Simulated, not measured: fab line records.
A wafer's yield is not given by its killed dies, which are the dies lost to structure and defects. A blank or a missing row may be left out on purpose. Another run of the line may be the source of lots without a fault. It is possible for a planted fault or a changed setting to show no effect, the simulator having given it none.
Chamber matching | flow n5 finfet | N5_BEOL_M1_PRE_CLEAN_60 on cvd co-02 has 3 sister chambers
The step time 15 s. 6 wafers are shown with their chamber, then 12 later ones without.

== WAFERS PAIRED WITH THEIR CHAMBERS ==
wafer  | chamber | heater power w (W) | rf fwd power W (W)
L086.5 | 1       | 65                 | 296.5
L088.2 | 1       | 67                 | 295.7
L088.4 | 2       | 58                 | 295.7
L090.3 | 0       | 62                 | 298.7
L090.5 | 0       | 61                 | 296.9
L090.6 | 2       | 59                 | 294.8

== WAFERS WITH NO CHAMBER GIVEN ==
wafer  | heater power w (W) | rf fwd power W (W)
L091.1 | 67                 | 296.3
L091.4 | 62                 | 299.7
L091.5 | 58                 | 293.0
L093.2 | 58                 | 296.6
L093.3 | 61                 | 299.1
L093.4 | 67                 | 296.2
L092.4 | 68                 | 296.1
L092.5 | 62                 | 297.1
L092.6 | 59                 | 294.8
L094.1 | 61                 | 297.5
L094.4 | 65                 | 297.1
L094.5 | 62                 | 298.7

== CHAMBER TAKEN BY EACH ==
wafer  | from the rows above | in truth
L091.1 | 1                   | 1
L091.4 | 0                   | 0
L091.5 | 2                   | 2
L093.2 | 2                   | 2
L093.3 | 0                   | 0
L093.4 | 1                   | 1
L092.4 | 1                   | 1
L092.5 | 0                   | 0
L092.6 | 2                   | 2
L094.1 | 0                   | 0
L094.4 | 1                   | 1
L094.5 | 0                   | 0
Correctly placed: 12 of 12. Left unplaced by these rows: 0. 0 placed wrongly.
How it was worked out, from the rows above alone: a wafer's distance from a chamber is the root of the sum, over the readings, of the square of ((its reading less the chamber's mean) divided by the reading's scatter). The wafer belongs to the nearest chamber; if the next one is less than 2 further off, it can't be placed. Each chamber's mean is taken over the wafers shown for it. How the scatter is found: for the shown wafers, subtract from each reading the mean of its chamber, square and add these, divide the total by (wafers less chambers), then take the root.
